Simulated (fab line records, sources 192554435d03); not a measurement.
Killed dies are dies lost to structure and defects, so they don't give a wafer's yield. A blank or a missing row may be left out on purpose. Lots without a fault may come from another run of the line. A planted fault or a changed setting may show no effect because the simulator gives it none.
Chamber matching | flow n5_finfet | N5_BEOL_M4_PRE_CLEAN_60 on cvd_co-01: 3 sister chambers
The step time 15 s. 3 wafers are shown with their chamber, then 6 later ones without.

WAFERS WITH THEIR CHAMBER
wafer  | chamber | heater_power_w (W)
L876.1 | 1       | 79
L882.1 | 2       | 81
L882.4 | 0       | 62

WAFERS WITHOUT THEIR CHAMBER
wafer  | heater_power_w (W)
L882.5 | 79
L891.1 | 79
L891.3 | 80
L892.1 | 79
L892.2 | 64
L892.3 | 79

WHICH CHAMBER EACH WENT THROUGH
wafer  | from the rows above     | in truth
L882.5 | 1                       | 1
L891.1 | 1                       | 1
L891.3 | can't be placed: 1 or 2 | 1
L892.1 | 1                       | 1
L892.2 | 0                       | 0
L892.3 | 1                       | 1
Placed correctly: 5 of 6. Can't be placed from these rows: 1 (the true chamber is among the candidates in 1). Placed wrongly: 0.
How it was worked out, from the rows above alone: a wafer's distance from a chamber is the root of the sum, over the readings, of the square of ((its reading less the chamber's mean) divided by the reading's scatter). The wafer belongs to the nearest chamber; if the next one is less than 2 further off, it can't be placed. A chamber's mean is the mean of its shown wafers. The scatter: with one shown wafer a chamber, the root of the mean of the squares of how far each hidden wafer lies from its nearest shown one.
